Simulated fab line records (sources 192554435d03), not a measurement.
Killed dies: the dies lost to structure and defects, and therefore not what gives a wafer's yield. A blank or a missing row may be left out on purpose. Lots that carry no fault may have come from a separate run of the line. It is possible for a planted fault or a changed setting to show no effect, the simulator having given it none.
Which tool did it? | flow n5_finfet | Sampling: 10 lots, 30 wafers, 5 of 1938 route steps

== WHAT THE GAUGES READ, wafer by wafer ==
N5_BEOL_M4_RC_MEAS_101.
lot  | measured     | on        | DIBL_N (mV/V)  | DIBL_P (mV/V)  | EOT_N             | EOT_P             | IGATE_N (nA/um)      | IGATE_P (nA/um)      | IOFF_N (nA/um)    | IOFF_P (nA/um) | ION_N (uA/um) | ION_P (uA/um) | SS_N (mV/dec)  | SS_P (mV/dec)  | VT_N (mV)         | VT_P (mV)
L213 | day 8 10:20  | prober-02 | 32.9 35.1 33.6 | 32.6 35.7 34.0 | 10.44 10.49 10.32 | 10.38 10.34 10.35 | 0.0156 0.0135 0.0152 | 0.0045 0.0039 0.0044 | 0.114 0.150 0.129 | 0.14 0.19 0.16 | 671 669 661   | 458 462 452   | 70.9 71.1 71.8 | 72.6 74.1 72.5 | 255.4 249.7 252.2 | -259 -252 -254
L216 | day 9 08:10  | prober-01 | 34.8 33.5 34.9 | 36.6 34.8 36.3 | 10.54 10.44 10.57 | 10.56 10.51 10.44 | 0.0127 0.0134 0.0116 | 0.0039 0.0041 0.0035 | 0.169 0.140 0.165 | 0.20 0.17 0.20 | 691 672 692   | 466 467 471   | 71.5 71.0 70.9 | 73.7 72.9 74.6 | 249.6 250.4 247.7 | -250 -251 -251
L217 | day 9 14:32  | prober-01 | 36.8 37.4 37.0 | 37.1 37.5 37.0 | 10.46 10.61 10.56 | 10.43 10.53 10.54 | 0.0132 0.0118 0.0111 | 0.0039 0.0034 0.0032 | 0.165 0.176 0.153 | 0.22 0.24 0.22 | 687 699 674   | 468 479 462   | 71.1 71.5 71.9 | 72.8 73.6 73.2 | 247.6 247.3 249.2 | -248 -248 -251
L218 | day 9 16:22  | prober-02 | 36.9 37.0 35.6 | 37.9 38.1 36.5 | 10.63 10.60 10.59 | 10.64 10.60 10.51 | 0.0099 0.0121 0.0123 | 0.0029 0.0036 0.0037 | 0.179 0.182 0.160 | 0.22 0.22 0.20 | 673 688 697   | 463 466 464   | 71.6 71.7 70.8 | 74.8 73.9 74.3 | 245.1 246.4 248.8 | -251 -250 -253
L223 | day 11 14:23 | prober-02 | 35.7 36.0 35.3 | 36.2 36.5 35.6 | 10.50 10.44 10.46 | 10.45 10.29 10.21 | 0.0138 0.0138 0.0148 | 0.0043 0.0043 0.0046 | 0.166 0.165 0.152 | 0.22 0.22 0.21 | 674 677 667   | 464 463 458   | 71.5 70.5 71.2 | 73.8 73.2 73.4 | 249.9 250.0 250.9 | -248 -248 -249
L224 | day 11 17:46 | prober-01 | 35.7 33.8 35.4 | 35.7 33.9 36.0 | 10.50 10.54 10.51 | 10.45 10.27 10.50 | 0.0111 0.0146 0.0116 | 0.0034 0.0044 0.0035 | 0.159 0.133 0.158 | 0.22 0.20 0.23 | 679 664 672   | 465 467 460   | 71.2 70.5 71.8 | 73.0 72.6 73.0 | 248.4 249.7 250.1 | -249 -249 -248
L226 | day 11 22:40 | prober-02 | 34.6 34.3 36.5 | 35.7 35.6 38.5 | 10.54 10.51 10.57 | 10.57 10.39 10.57 | 0.0118 0.0134 0.0117 | 0.0036 0.0041 0.0036 | 0.129 0.123 0.157 | 0.19 0.19 0.22 | 658 671 670   | 457 467 464   | 71.6 71.3 71.7 | 72.6 72.8 72.6 | 253.8 253.7 250.7 | -253 -250 -250
L229 | day 12 13:53 | prober-01 | 36.2 35.1 35.8 | 36.7 35.2 36.3 | 10.57 10.64 10.68 | 10.62 10.55 10.53 | 0.0108 0.0104 0.0107 | 0.0033 0.0031 0.0033 | 0.152 0.132 0.154 | 0.19 0.17 0.18 | 667 659 683   | 455 454 461   | 71.4 71.5 71.4 | 73.9 73.3 73.4 | 250.6 254.4 250.6 | -255 -253 -256
L233 | day 13 16:11 | prober-01 | 38.4 36.4 35.9 | 42.3 39.5 38.6 | 10.43 10.95 10.40 | 10.45 11.11 10.43 | 0.0129 0.0049 0.0147 | 0.0039 0.0015 0.0045 | 0.213 0.165 0.164 | 0.29 0.23 0.23 | 685 671 682   | 470 465 471   | 72.8 71.0 71.5 | 74.2 72.5 72.9 | 246.6 246.7 250.8 | -245 -248 -249
L234 | day 13 21:23 | prober-01 | 35.9 35.8 37.3 | 35.8 36.3 37.7 | 10.51 10.56 11.13 | 10.52 10.43 11.11 | 0.0105 0.0109 0.0043 | 0.0032 0.0033 0.0013 | 0.146 0.143 0.173 | 0.20 0.20 0.23 | 667 671 665   | 459 467 456   | 71.0 71.2 71.7 | 73.1 73.1 72.9 | 253.6 250.4 249.9 | -251 -253 -252

== EACH LOT AND THE TOOL THAT RAN IT (in order: tool; ch and the chambers of the sampled wafers; start) ==
lot  | N5_HKMG_FIN_IL_REGROW_00        | N5_BEOL_M4_SPUTTER_81        | N5_BEOL_M4_ANNEAL_82         | N5_BEOL_M4_SPUTTER_88
L213 | ald_hk-02 ch 0,1,3, day 3 20:26 | pvd_sputter-01, day 8 07:52  | pvd_sputter-01, day 8 07:57  | pvd_sputter-01, day 8 08:19
L216 | ald_hk-02 ch 0,3, day 4 13:43   | pvd_sputter-02, day 9 05:44  | pvd_sputter-02, day 9 05:49  | pvd_sputter-02, day 9 06:11
L217 | ald_hk-03 ch 0,1,3, day 4 23:04 | pvd_sputter-02, day 9 09:43  | pvd_sputter-02, day 9 09:48  | pvd_sputter-02, day 9 10:10
L218 | ald_hk-02 ch 0,1,3, day 5 02:21 | pvd_sputter-02, day 9 13:39  | pvd_sputter-02, day 9 13:44  | pvd_sputter-02, day 9 14:05
L223 | ald_hk-02 ch 1,2,3, day 6 11:49 | pvd_sputter-03, day 11 11:42 | pvd_sputter-03, day 11 11:47 | pvd_sputter-03, day 11 12:08
L224 | ald_hk-02 ch 0,1,3, day 6 20:21 | pvd_sputter-01, day 11 15:12 | pvd_sputter-01, day 11 15:17 | pvd_sputter-01, day 11 15:38
L226 | ald_hk-01 ch 0,2,3, day 7 04:06 | pvd_sputter-01, day 11 19:56 | pvd_sputter-01, day 11 20:01 | pvd_sputter-01, day 11 20:22
L229 | ald_hk-01 ch 1,2,3, day 8 02:38 | pvd_sputter-02, day 12 11:28 | pvd_sputter-02, day 12 11:32 | pvd_sputter-02, day 12 11:54
L233 | ald_hk-02 ch 0,1,2, day 8 22:05 | pvd_sputter-03, day 13 07:41 | pvd_sputter-03, day 13 07:46 | pvd_sputter-03, day 13 08:07
L234 | ald_hk-02 ch 0,1,3, day 9 04:53 | pvd_sputter-01, day 13 18:35 | pvd_sputter-01, day 13 18:40 | pvd_sputter-01, day 13 19:02
- N5_HKMG_FIN_IL_REGROW_00: material SiO2, chemistry O3, target thk 0.75 nm, time 30 s.
- N5_BEOL_M4_SPUTTER_81: material Cu, target thk 4.5 nm, time 8.29 s.
- N5_BEOL_M4_ANNEAL_82: time 240 s.
- N5_BEOL_M4_SPUTTER_88: material Cu, target thk 4.5 nm, time 8.29 s.

== AS READ BY THE TOOLS THEMSELVES (means over the sampled wafers that have a number; for cases with no such wafer, the mark the record gives instead) ==
N5_BEOL_M4_SPUTTER_81.
lot  | tool           | chuck_gas_flow_sccm (sccm) | throttle_valve_pct (%)
L213 | pvd_sputter-01 | 1.34                       | 30.6
L216 | pvd_sputter-02 | 1.14                       | 30.6
L217 | pvd_sputter-02 | 1.31                       | 29.1
L218 | pvd_sputter-02 | 1.27                       | 29.6
L223 | pvd_sputter-03 | 1.23                       | 29.7
L224 | pvd_sputter-01 | 1.34                       | 29.8
L226 | pvd_sputter-01 | 1.29                       | 30.5
L229 | pvd_sputter-02 | 1.29                       | 30.6
L233 | pvd_sputter-03 | 1.26                       | 29.8
L234 | pvd_sputter-01 | 1.31                       | 29.7

N5_BEOL_M4_ANNEAL_82.
lot  | tool           | heater_power_w (W)
L213 | pvd_sputter-01 | 758
L216 | pvd_sputter-02 | 839
L217 | pvd_sputter-02 | 742
L218 | pvd_sputter-02 | 754
L223 | pvd_sputter-03 | 866
L224 | pvd_sputter-01 | 826
L226 | pvd_sputter-01 | 876
L229 | pvd_sputter-02 | 795
L233 | pvd_sputter-03 | 873
L234 | pvd_sputter-01 | 823

N5_BEOL_M4_SPUTTER_88.
lot  | tool           | chuck_gas_flow_sccm (sccm) | throttle_valve_pct (%)
L213 | pvd_sputter-01 | 1.28                       | 30.6
L216 | pvd_sputter-02 | 1.24                       | 30.7
L217 | pvd_sputter-02 | 1.26                       | 29.2
L218 | pvd_sputter-02 | 1.22                       | 29.4
L223 | pvd_sputter-03 | 1.27                       | 29.6
L224 | pvd_sputter-01 | 1.31                       | 29.7
L226 | pvd_sputter-01 | 1.34                       | 30.3
L229 | pvd_sputter-02 | 1.23                       | 30.3
L233 | pvd_sputter-03 | 1.18                       | 29.7
L234 | pvd_sputter-01 | 1.27                       | 29.8

== THE ANSWER, worked out from the rows above alone ==
Rule: what is usual is taken from the lots themselves. Put in order of their means at a reading, lots are off if they are a third of the lots or fewer, leave a main group of 4 or more, and stand apart from it by a gap of 3 or more times the standard deviation of the main group's means; of several such gaps the widest counts. A main group is skipped when, at the precision printed for the reading in the tables above, its means are all equal. A lot without any number at a reading at which 4 lots or more have one is off too. The other lots that the step has rows for count as sound. First the gauges in route order, then the tools' own readings, where a lot's mean is used as printed above. At the first step where some lot is off, the reading lying furthest off is the one used; lots without a number count as furthest.
Across all readings shown, no lot is off: no conclusion can be drawn from this.

== WHAT THE SIMULATOR HAD INSERTED ==
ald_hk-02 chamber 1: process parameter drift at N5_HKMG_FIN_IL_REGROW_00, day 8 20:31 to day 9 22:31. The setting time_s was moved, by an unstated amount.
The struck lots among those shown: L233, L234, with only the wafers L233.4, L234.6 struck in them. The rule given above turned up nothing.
